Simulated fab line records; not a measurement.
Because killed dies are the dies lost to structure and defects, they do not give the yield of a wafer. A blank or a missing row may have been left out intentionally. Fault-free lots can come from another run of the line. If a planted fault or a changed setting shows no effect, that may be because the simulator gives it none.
Matching of chambers ; flow nandHarc ; 4 sister chambers for NHARC_P_STI_ETCH_15 on rieSi-01
The step etches the open film in HBr/Cl2, target depth 300 nm, time 100.1 s. 16 wafers are shown with their chamber, then 8 later ones without.

WAFERS WITH THEIR CHAMBER
wafer;chamber;drypumpMotorCurrentA (A);oesProductAu (a.u.);throttleValvePct (%)
L338.1;1;5.8;0.988;26.407
L338.4;3;5.7;0.991;26.410
L338.6;2;5.5;0.995;26.400
L339.1;2;5.5;0.997;26.402
L339.4;3;5.7;0.985;26.406
L339.6;2;5.5;0.993;26.407
L340.2;3;5.7;0.999;26.402
L340.3;2;5.5;1.005;26.415
L340.5;2;5.4;0.998;26.415
L341.1;3;5.7;0.984;26.416
L341.2;2;5.5;0.996;26.408
L341.3;1;5.9;1.006;26.408
L348.2;1;5.9;1.007;26.402
L348.3;2;5.5;1.001;26.409
L348.6;0;5.9;0.990;26.408
L350.2;0;5.9;1.009;26.415

SIGNATURES (means of the wafers above)
reading;chamber 0;chamber 1;chamber 2;chamber 3;scatter within a chamber
drypumpMotorCurrentA;5.900;5.867;5.486;5.700;0.0356
oesProductAu;0.99950;1.00033;0.99786;0.98975;0.00735
throttleValvePct;26.41150;26.40567;26.40800;26.40850;0.00542
Rule: for a wafer and a chamber, the distance is found by dividing, reading by reading, the gap between the wafer's reading and the chamber's mean by the reading's scatter, squaring, summing and taking the root. If the next closest chamber is less than 2 further off than the closest, the wafer can't be placed; otherwise it belongs to the closest. The scatter is the square root of a quotient: the sum, over the shown wafers, of each reading's squared deviation from its chamber's mean, divided by wafers minus chambers.

WAFERS MISSING THEIR CHAMBER
wafer;drypumpMotorCurrentA (A);oesProductAu (a.u.);throttleValvePct (%)
L350.5;5.9;0.998;26.398
L350.6;5.7;0.993;26.412
L352.2;5.9;0.986;26.408
L352.4;5.7;0.977;26.390
L352.5;5.9;1.000;26.400
L355.3;5.8;0.995;26.399
L355.5;5.5;0.985;26.398
L355.6;5.7;0.982;26.398

THE CHAMBER EACH PASSED THROUGH
wafer;from the rows above;in truth
L350.5;can't be placed: 1 or 0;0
L350.6;3;3
L352.2;can't be placed: 0 or 1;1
L352.4;3;3
L352.5;can't be placed: 1 or 0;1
L355.3;can't be placed: 1 or 3 or 0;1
L355.5;2;2
L355.6;3;3
Placed correctly: 4 of 8. Can't be placed from these rows: 4 (the true chamber is among the candidates in 4). Number placed wrongly: 0.
